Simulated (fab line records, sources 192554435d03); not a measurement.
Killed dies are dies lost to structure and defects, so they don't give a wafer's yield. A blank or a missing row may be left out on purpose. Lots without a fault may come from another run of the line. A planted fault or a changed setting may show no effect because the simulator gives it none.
Chamber matching | flow n5_finfet | N5_BEOL_M4_ETCH_74 on rie_diel-02: 4 sister chambers
The step etches underlayer in N2/H2, target depth 6.5 nm, time 5.2 s. 18 wafers are shown with their chamber, then 9 later ones without.

WAFERS WITH THEIR CHAMBER
wafer  | chamber | drypump_motor_current_A (A) | throttle_valve_pct (%) | showerhead_plenum_p_Torr (Torr)
L080.2 | 0       | 6.2                         | 17.65                  | 2.60
L080.5 | 2       | 6.7                         | 18.23                  | 2.64
L080.6 | 3       | 5.2                         | 17.64                  | 2.52
L084.1 | 3       | 5.2                         | 17.68                  | 2.51
L084.5 | 1       | 5.8                         | 17.82                  | 2.52
L084.6 | 0       | 6.2                         | 17.68                  | 2.59
L086.1 | 2       | 6.6                         | 18.25                  | 2.63
L086.3 | 0       | 6.2                         | 17.68                  | 2.59
L086.5 | 1       | 5.9                         | 17.83                  | 2.51
L089.1 | 2       | 6.7                         | 18.25                  | 2.63
L089.4 | 0       | 6.1                         | 17.69                  | 2.59
L089.5 | 0       | 6.1                         | 17.66                  | 2.59
L090.2 | 0       | 6.2                         | 17.69                  | 2.59
L090.3 | 1       | 5.8                         | 17.84                  | 2.51
L090.5 | 1       | 5.8                         | 17.85                  | 2.51
L093.3 | 3       | 5.2                         | 17.72                  | 2.50
L093.5 | 1       | 5.8                         | 17.84                  | 2.51
L093.6 | 0       | 6.2                         | 17.71                  | 2.58

SIGNATURES (means of the wafers above)
reading                  | chamber 0 | chamber 1 | chamber 2 | chamber 3 | scatter within a chamber
drypump_motor_current_A  | 6.171     | 5.820     | 6.667     | 5.200     | 0.0455
throttle_valve_pct       | 17.6800   | 17.8360   | 18.2433   | 17.6800   | 0.0214
showerhead_plenum_p_Torr | 2.5900    | 2.5120    | 2.6333    | 2.5100    | 0.00625
Rule: a wafer's distance from a chamber is the root of the sum, over the readings, of the square of ((its reading less the chamber's mean) divided by the reading's scatter). The wafer belongs to the nearest chamber; if the next one is less than 2 further off, it can't be placed. The scatter: the root of (the sum of the squares of (reading less its chamber's mean) over the shown wafers, divided by (wafers less chambers)).

WAFERS WITHOUT THEIR CHAMBER
wafer  | drypump_motor_current_A (A) | throttle_valve_pct (%) | showerhead_plenum_p_Torr (Torr)
L095.1 | 5.2                         | 17.71                  | 2.50
L095.4 | 6.6                         | 18.25                  | 2.62
L095.6 | 5.8                         | 17.87                  | 2.51
L096.2 | 6.2                         | 17.69                  | 2.58
L096.4 | 5.8                         | 17.89                  | 2.51
L096.5 | 5.2                         | 17.72                  | 2.50
L091.3 | 5.8                         | 17.90                  | 2.50
L091.4 | 6.2                         | 17.71                  | 2.58
L091.5 | 5.8                         | 17.91                  | 2.50

WHICH CHAMBER EACH WENT THROUGH
wafer  | from the rows above | in truth
L095.1 | 3                   | 3
L095.4 | 2                   | 2
L095.6 | 1                   | 1
L096.2 | 0                   | 0
L096.4 | 1                   | 1
L096.5 | 3                   | 3
L091.3 | 1                   | 1
L091.4 | 0                   | 0
L091.5 | 1                   | 1
Placed correctly: 9 of 9. Can't be placed from these rows: 0. Placed wrongly: 0.
